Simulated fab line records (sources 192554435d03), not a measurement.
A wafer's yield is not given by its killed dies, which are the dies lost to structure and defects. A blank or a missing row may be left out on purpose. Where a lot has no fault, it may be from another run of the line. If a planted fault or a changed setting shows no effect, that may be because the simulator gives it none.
Split-lot study -- flow n5 finfet -- on a route of 1938 steps: 7 lots, 39 wafers read

== ON THE SPLIT ==
At N5_BEOL_M2_ETCH_64 (etches SOC in N2/H2, target depth 75 nm, overetch 22.5 nm, time 121.9 s), the setting time s was moved away from the recipe's 121.9 s on 18 of the 39 wafers read, by -46.3% to +18.2%. This setting was run at the recipe's value on the other wafers.

== FROM THE SPLIT TO THE READING: what the file shows between them, 3 steps ==
- N5_BEOL_M2_STRIP_65: strips in N2/H2
- N5_BEOL_M2_STRIP_75: strips in N2/H2
- N5_BEOL_M2_STRIP_66: strips in CF4

== THE READING ==
BEOL_M2.cd offset nm (the simulator's own value, which no gauge read), in nm, at N5_BEOL_M2_HM_OPEN_17 (chemistry Cl2/BCl3, target TiN, target depth 20 nm, overetch 6 nm). No usual value for it is given in the file. Here, 21 wafers ran the recipe; their average is -0.0 nm with a standard deviation of 0.3 nm.

wafer,"tool, chamber at the split","time s as run, s",against the recipe,"BEOL_M2.cd offset nm, nm",against lot-mates on the recipe
L074.1,"rie diel-02, 2",121.9,recipe,0.2,-
L074.3,"rie diel-02, 1,0",121.9,recipe,0.2,-
L074.2,"rie diel-02, 1,0",121.9,recipe,0,-
L074.4,"rie diel-02, 3",81.11,-33.5%,-0.8,-0.9
L074.5,"rie diel-02, 0",81.11,-33.5%,-0.4,-0.5
L074.6,"rie diel-02, 1",81.11,-33.5%,-0.6,-0.7
L081.1,"rie diel-05, 3",121.9,recipe,0.2,-
L081.2,"rie diel-05, 0",65.51,-46.3%,-1,-1.1
L081.3,"rie diel-05, 2,1",65.51,-46.3%,-0.8,-0.9
L081.4,"rie diel-05, 2,1",65.51,-46.3%,-0.8,-0.9
L081.5,"rie diel-05, 1",121.9,recipe,0.4,-
L081.6,"rie diel-05, 0",121.9,recipe,-0.2,-
L083.1,"rie diel-05, 3",121.9,recipe,0.2,-
L083.4,"rie diel-05, 1",121.9,recipe,0.4,-
L083.5,"rie diel-05, 0",121.9,recipe,-0.6,-
L084.1,"rie diel-01, 3",121.9,recipe,0,-
L084.2,"rie diel-01, 2",121.9,recipe,0.4,-
L084.3,"rie diel-01, 0",66.53,-45.4%,-0.8,-1.0
L084.4,"rie diel-01, 1",66.53,-45.4%,-1.2,-1.4
L084.5,"rie diel-01, 0",121.9,recipe,0.2,-
L084.6,"rie diel-01, 3",66.53,-45.4%,-1.4,-1.6
L085.1,"rie diel-01, 0",121.9,recipe,-0.2,-
L085.4,"rie diel-01, 3",121.9,recipe,-0.2,-
L085.2,"rie diel-01, 1",141.3,+15.9%,-0.2,+0.1
L085.3,"rie diel-01, 2",141.3,+15.9%,0.2,+0.5
L085.5,"rie diel-01, 2",141.3,+15.9%,0.4,+0.7
L085.6,"rie diel-01, 1",121.9,recipe,-0.6,-
L088.1,"rie diel-01, 3",121.9,recipe,-0.4,-
L088.4,"rie diel-01, 0,1",121.9,recipe,-0.4,-
L088.2,"rie diel-01, 0,1",121.9,recipe,-0.2,-
L088.3,"rie diel-01, 1",68.51,-43.8%,-1.2,-0.9
L088.5,"rie diel-01, 0",68.51,-43.8%,-0.8,-0.5
L088.6,"rie diel-01, 3",68.51,-43.8%,-1.4,-1.1
L091.1,"rie diel-02, 3",121.9,recipe,0,-
L091.2,"rie diel-02, 2",144.1,+18.2%,0.6,+0.6
L091.3,"rie diel-02, 0",144.1,+18.2%,1,+1.0
L091.4,"rie diel-02, 1",144.1,+18.2%,0.8,+0.8
L091.5,"rie diel-02, 2",121.9,recipe,-0.2,-
L091.6,"rie diel-02, 1",121.9,recipe,0.2,-
Rows listing several chambers each stand for several wafers; the file does not say which wafer went through which chamber.

THE FIT
A straight line over all 39 wafers: BEOL_M2.cd offset nm changes by +0.0228 nm for each +1% of time s; r = +0.86; the points scatter about the line by 0.31 nm.
The same after taking each lot's own level away (the mean of its wafers on the recipe; 39 wafers): +0.0251 nm for each +1%; r = +0.91; scatter 0.26 nm.
Per that fit: largest time s move, reading shift of 1.2 nm.
From -0.33 to 0.20 nm: that is the span of the lots' own levels, equal to 1.8 times the standard deviation above.
Hence the lot-to-lot level has little effect on the slope; both slopes agree.
Check: for one of the wafers moved furthest among these (-46.3%), held out of the fit, the line's prediction against its lot-mates is -1.1 nm. It came out at -1.13 nm against them.

== ADDITIONAL SPLITS CARRIED BY THESE WAFERS ==
Other splits were also applied to these wafers ahead of the reading. Each is held against what the fit with the lots' levels taken away leaves over:
other split on the same wafers,wafers away from the commonest value,r with BEOL_M2.cd offset nm (lot level and that fit taken away)
N5_FIN_SAQP_DEVELOP_15 develop time s,18,-0.14
N5_SD_EPI_N_DEVELOP_08 develop time s,9,-0.06
N5_BEOL_M1_TRENCH_ETCH_37 time s,9,+0.10

== THE WHOLE CHAIN: every reading that the file lists as answering this split, in the file's order ==
step,what it does,reading,change (the file's fit),r (the file's)
N5_BEOL_M2_ETCH_64,"etches SOC in N2/H2, target depth 75 nm, overetch 22.5 nm, time 121.9 s","SiARC_of_BEOL_M2_COAT_62.thk nm (the simulator's own value, which no gauge read)",-0.0572 nm for each +1% of the setting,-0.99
N5_BEOL_M2_ETCH_64,"etches SOC in N2/H2, target depth 75 nm, overetch 22.5 nm, time 121.9 s","BEOL_M2.cd offset nm (the simulator's own value, which no gauge read)",+0.0249 nm for each +1% of the setting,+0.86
N5_BEOL_M2_HM_OPEN_17,"chemistry Cl2/BCl3, target TiN, target depth 20 nm, overetch 6 nm","BEOL_M2.cd offset nm (the simulator's own value, which no gauge read)",+0.0241 nm for each +1% of the setting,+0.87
N5_BEOL_M2_OCD_MEAS_38,,trench depth nm,"not straight: 0.9 at the lowest setting, 55.6 at the recipe, 55.6 at the highest",not given

== THE FILE'S OWN FIT ==
BEOL_M2.cd offset nm changes by +0.0241 nm for each +1% of time s, r = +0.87.
